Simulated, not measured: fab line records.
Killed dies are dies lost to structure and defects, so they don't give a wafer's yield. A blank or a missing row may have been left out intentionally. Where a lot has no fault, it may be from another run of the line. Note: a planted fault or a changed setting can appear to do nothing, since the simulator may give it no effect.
Which of the tools did it? :: flow n5-finfet :: 36 wafers sampled from 12 lots at 1 step of a route of 1938

WHAT EACH GAUGE READ, for each wafer
N5_BEOL_M6_CD_MEAS_28: target cd 40 nm.
lot: L076
measured: day 9 00:49
on: cd-sem-02
cd-nm (nm): 40.47 40.16 39.76

lot: L077
measured: day 9 14:05
on: cd-sem-02
cd-nm (nm): 39.66 39.88 39.79

lot: L080
measured: day 10 00:32
on: cd-sem-01
cd-nm (nm): 40.00 39.79 40.00

lot: L081
measured: day 10 10:06
on: cd-sem-03
cd-nm (nm): 39.66 39.49 39.74

lot: L083
measured: day 10 23:25
on: cd-sem-01
cd-nm (nm): 39.73 39.98 39.86

lot: L085
measured: day 11 11:55
on: cd-sem-01
cd-nm (nm): 39.89 39.60 40.09

lot: L087
measured: day 12 09:25
on: cd-sem-02
cd-nm (nm): 39.95 39.94 39.77

lot: L088
measured: day 13 14:26
on: cd-sem-01
cd-nm (nm): 39.83 39.71 39.86

lot: L091
measured: day 13 18:23
on: cd-sem-01
cd-nm (nm): 40.23 39.80 40.22

lot: L093
measured: day 13 22:05
on: cd-sem-03
cd-nm (nm): 40.19 39.83 39.73

lot: L095
measured: day 14 12:31
on: cd-sem-02
cd-nm (nm): 39.55 39.72 39.90

lot: L096
measured: day 15 04:06
on: cd-sem-03
cd-nm (nm): 39.91 40.08 39.85

EACH LOT AND THE TOOL THAT RAN IT (in order: tool; ch and the chambers of the sampled wafers; start)
The record holds no process step before these readings.

THE ANSWER, worked out from the rows above alone
Rule: the usual values come from the lots themselves. The widest of any qualifying gaps counts: lots, ordered by their means at a reading, are off when they make up no more than a third of the lots, leave a main group of 4 or more, and stand apart from it by 3 or more times the standard deviation of that group's means. The tables above print the reading to a certain number of digits; a main group whose means all agree to those digits is not used. A lot without any number at a reading at which 4 lots or more have one is off too. All remaining lots with rows at the step are treated as sound.
Across all readings shown, no lot is off: no conclusion can be drawn from this.

WHAT THE SIMULATOR HAD PUT IN
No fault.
